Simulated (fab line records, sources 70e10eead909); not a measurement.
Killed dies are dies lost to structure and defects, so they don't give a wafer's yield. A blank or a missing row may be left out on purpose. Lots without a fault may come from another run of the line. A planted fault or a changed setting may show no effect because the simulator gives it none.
Chamber matching | flow nand_harc | NHARC_A_CHANNEL_HOLE_D2_DEP_01 on pecvd-01: 3 sister chambers
The step deposits SiON, target thk 140 nm. 6 wafers are shown with their chamber, then 7 later ones without.

WAFERS WITH THEIR CHAMBER
wafer  | chamber | heater_power_w (W) | susceptor_temp_C (C)
L178.4 | 1       | 757                | 400.04
L186.1 | 1       | 705                | 400.02
L186.2 | 0       | 742                | 399.95
L186.3 | 2       | 719                | 400.35
L191.3 | 2       | 684                | 400.35
L191.4 | 0       | 706                | 399.91

WAFERS WITHOUT THEIR CHAMBER
wafer  | heater_power_w (W) | susceptor_temp_C (C)
L191.5 | 750                | 400.39
L195.3 | 865                | 400.17
L195.4 | 644                | 400.20
L195.5 | 875                | 399.98
L193.4 | 783                | 399.88
L193.5 | 830                | 400.08
L193.6 | 697                | 399.91

WHICH CHAMBER EACH WENT THROUGH
wafer  | from the rows above     | in truth
L191.5 | 2                       | 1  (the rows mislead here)
L195.3 | 1                       | 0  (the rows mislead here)
L195.4 | can't be placed: 2 or 1 | 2
L195.5 | can't be placed: 1 or 0 | 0
L193.4 | 0                       | 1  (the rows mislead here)
L193.5 | 1                       | 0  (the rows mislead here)
L193.6 | 0                       | 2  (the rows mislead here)
Placed correctly: 0 of 7. Can't be placed from these rows: 2 (the true chamber is among the candidates in 2). Placed wrongly: 5.
How it was worked out, from the rows above alone: a wafer's distance from a chamber is the root of the sum, over the readings, of the square of ((its reading less the chamber's mean) divided by the reading's scatter). The wafer belongs to the nearest chamber; if the next one is less than 2 further off, it can't be placed. A chamber's mean is the mean of its shown wafers. The scatter: the root of (the sum of the squares of (reading less its chamber's mean) over the shown wafers, divided by (wafers less chambers)).
